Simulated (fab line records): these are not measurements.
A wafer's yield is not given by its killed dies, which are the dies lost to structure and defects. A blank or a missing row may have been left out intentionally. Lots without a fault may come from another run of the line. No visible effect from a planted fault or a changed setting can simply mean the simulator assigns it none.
Chamber matching ; flow n5-finfet ; 4 sister chambers for N5_BEOL_M11_DESCUM_16 on rie-diel-02
The step chemistry O2, time 7.9 s. 4 wafers are shown with their chamber, then 11 later ones without.

== WAFERS, EACH WITH ITS CHAMBER ==
wafer;chamber;showerhead-plenum-p-Torr (Torr)
L082.1;2;2.05
L082.2;0;2.09
L083.1;3;2.16
L084.2;1;1.98

== WAFERS WITHOUT THEIR CHAMBER ==
wafer;showerhead-plenum-p-Torr (Torr)
L084.4;2.09
L084.5;2.05
L088.1;1.98
L088.3;2.04
L088.6;2.15
L091.2;2.15
L091.3;1.98
L091.5;1.98
L096.2;2.15
L096.4;2.15
L096.6;1.97

== CHAMBER TAKEN BY EACH ==
wafer;from the rows above;in truth
L084.4;0;0
L084.5;2;2
L088.1;1;1
L088.3;2;2
L088.6;3;3
L091.2;3;3
L091.3;1;1
L091.5;1;1
L096.2;3;3
L096.4;3;3
L096.6;1;1
Correctly placed: 11 of 11. Not placeable from these rows: 0. Wrongly placed: 0.
How it was worked out, from the rows above alone: a wafer's distance from a chamber is the root of the sum, over the readings, of the square of ((its reading less the chamber's mean) divided by the reading's scatter). The wafer belongs to the nearest chamber; if the next one is less than 2 further off, it can't be placed. Each chamber's mean is taken over the wafers shown for it. The scatter: root of mean squared gap, hidden wafer to nearest shown wafer, with one shown wafer a chamber.
